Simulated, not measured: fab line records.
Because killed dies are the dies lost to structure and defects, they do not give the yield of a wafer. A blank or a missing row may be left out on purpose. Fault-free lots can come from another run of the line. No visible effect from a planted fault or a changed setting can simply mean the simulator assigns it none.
Struck lot and sound lot, side by side	flow n5_finfet	16 out of 1938 route steps
Sound: these wafers, L780.1, L780.2, L780.6. Struck: wafer L769.1; the same lot's L769.4 was not struck, so it is left out; see the end for the cause.
Per side, at each step with rows, come the tool, then ch with its chambers, and then its first start. Under that, the readings that differ: sound wafers	struck wafers	difference of the means	sigmas: that difference in standard deviations of wafers without a fault.
alike: readings whose means differ by less than 2 such deviations, and words and numbers that are the same on both sides. not compared: withheld readings, readings that some wafer has no value for, bounds like >300 that may hide the same value, and numbers for which the record gives no deviation and whose values overlap.
The two part at a step that has a row with sigmas, a row that says differs or no value, or rows on one side only. When numbers do not overlap yet have no deviation, they are printed without sigmas and do not part them. A reading missing from all wafers of one side parts the sides only when that side holds two or more wafers.

first, 1 step without rows for these wafers: N5_BEOL_M2_DEVELOP_27 (develop time 30 s).
N5_BEOL_M2_CD_MEAS_28: target cd 26.2 nm, target cd y 24.1 nm.
  sound on cd_sem-03 ch 0, day 12 04:05; struck on cd_sem-03 ch 0, day 9 18:44
  alike: cd_nm
N5_BEOL_M2_OVL_MEAS_29:
  sound on overlay-02 ch 0, day 12 04:07; struck on overlay-02 ch 0, day 9 18:46
  alike: V1_OVL
N5_BEOL_M2_INSPECT_30: inspects for defects (brightfield).
  sound on defect_inspect-02, day 12 04:11; struck on defect_inspect-02, day 9 18:50
  alike: raw_defect_count
N5_BEOL_M2_DESCUM_33: chemistry O2, time 7 s.
  sound on rie_diel-06 ch 0,1,2, day 12 04:13; struck on rie_diel-01 ch 0, day 9 19:07
reading	sound	struck	difference	sigmas
rf_vpp_V (V)	241.4 242.0 243.2	244.7	+2.5	+2
showerhead_plenum_p_Torr (Torr)	2.03 2.14 2.04	2.22	+0.15	+2
  alike: drypump_motor_current_A, oes_product_au, throttle_valve_pct
  not compared: rf_hours_counter_h
N5_BEOL_M2_ETCH_77: etches underlayer in N2/H2, target depth 6.5 nm, time 5.2 s.
  sound on rie_diel-06 ch 0,1,2, day 12 04:15; struck on rie_diel-01 ch 0, day 9 19:09
reading	sound	struck	difference	sigmas
showerhead_plenum_p_Torr (Torr)	2.48 2.58 2.47	2.70	+0.19	+3
  alike: drypump_motor_current_A, etch_rf_on_time_s, oes_product_au, rf_vpp_V, throttle_valve_pct
  not compared: rf_hours_counter_h
then, 1 step without rows for these wafers: N5_BEOL_M2_ETCH_69 (etches SiARC in CF4, target depth 15.6 nm, time 26 s).
N5_BEOL_M2_ALD_98: deposits SiO2, target thk 2.5 nm, pulse time 1 s, co reactant pulse time 1 s.
  sound on ald_sin-01 ch 0,2,3, day 12 05:22; struck on ald_sin-03 ch 2, day 9 19:40
  alike: heater_power_w, precursor_pulse_height_rel
N5_BEOL_M2_ETCHBACK_99: etches SiO2 in CHF3, target depth 5 nm, time 10.4 s.
  sound on rie_diel-02 ch 2,3, day 12 09:36; struck on rie_diel-02 ch 3, day 10 00:06
  alike: drypump_motor_current_A, oes_product_au, rf_vpp_V, showerhead_plenum_p_Torr, throttle_valve_pct
  not compared: rf_hours_counter_h
N5_BEOL_M2_ETCH_70: etches SOC in N2/H2, target depth 80 nm, overetch 24 nm, time 130 s.
  sound on rie_diel-02 ch 2,3, day 12 09:38; struck on rie_diel-02 ch 3, day 10 00:08
  alike: drypump_motor_current_A, oes_product_au, rf_vpp_V, run_length_s, showerhead_plenum_p_Torr, throttle_valve_pct
  not compared: rf_hours_counter_h
then, 2 steps without rows for these wafers: N5_BEOL_M2_STRIP_71 (strips in N2/H2); N5_BEOL_M2_STRIP_78 (strips in N2/H2).
N5_BEOL_M2_VIA_ETCH_34: etches the open film in C4F6/O2, target depth 69.4 nm, time 65.9 s.
  sound on rie_diel-02 ch 2,3, day 12 09:44; struck on rie_diel-02 ch 3, day 10 00:15
reading	sound	struck	difference	sigmas
run_length_s (s)	88.8 89.3 89.4	72.9	-16.3	-43
model.etch.depth_nm (nm)	69.41 68.29 67.86	51.82	-16.70	
model.SOC_of_BEOL_M2_COAT_67.thk_nm (nm)	52.2 51.8 51.8	53.6	+1.7	
  alike: drypump_motor_current_A, oes_product_au, rf_vpp_V, showerhead_plenum_p_Torr, throttle_valve_pct
  not compared: rf_hours_counter_h
then, 1 step without rows for these wafers: N5_BEOL_M2_STRIP_83 (strips in C4F6/O2).
N5_BEOL_M4_RC_MEAS_101:
  sound on prober-02 ch 0, day 13 19:26; struck on prober-01 ch 0, day 11 02:17
reading	sound	struck	difference	sigmas
SS_P (mV/dec)	74.4 74.9 73.6	72.4	-1.9	-3
  alike: DIBL_N, DIBL_P, IOFF_N, IOFF_P, ION_N, ION_P, SS_N, VT_N, VT_P
-- the record jumps here: 5 days lie between the struck wafers' starts before and after (it left off in module BEOL_M4 and takes up again in module PASSIVATION, whose first step shown is number 1936 of the route) --
N5_PASSIVATION_PROBE_49:
  sound on prober-02, day 18 11:50; struck on prober-01, day 16 00:28
reading	sound	struck	difference	sigmas
killed_at_M0_to_M3	22 34 29	49	+21	+2
  alike: defect_limited_yield, killed_at_M4_up, killed_at_contacts, killed_at_front_end, killed_at_other, killed_dies, killed_open, killed_short, sort_bin_5_function, sort_bin_6_memory, sort_n_pass, sort_yield_pct

== WHERE THEY PART ==
At N5_BEOL_M2_DESCUM_33 first; at N5_PASSIVATION_PROBE_49 last (within this record only).

WHY: what had been put in by the simulator
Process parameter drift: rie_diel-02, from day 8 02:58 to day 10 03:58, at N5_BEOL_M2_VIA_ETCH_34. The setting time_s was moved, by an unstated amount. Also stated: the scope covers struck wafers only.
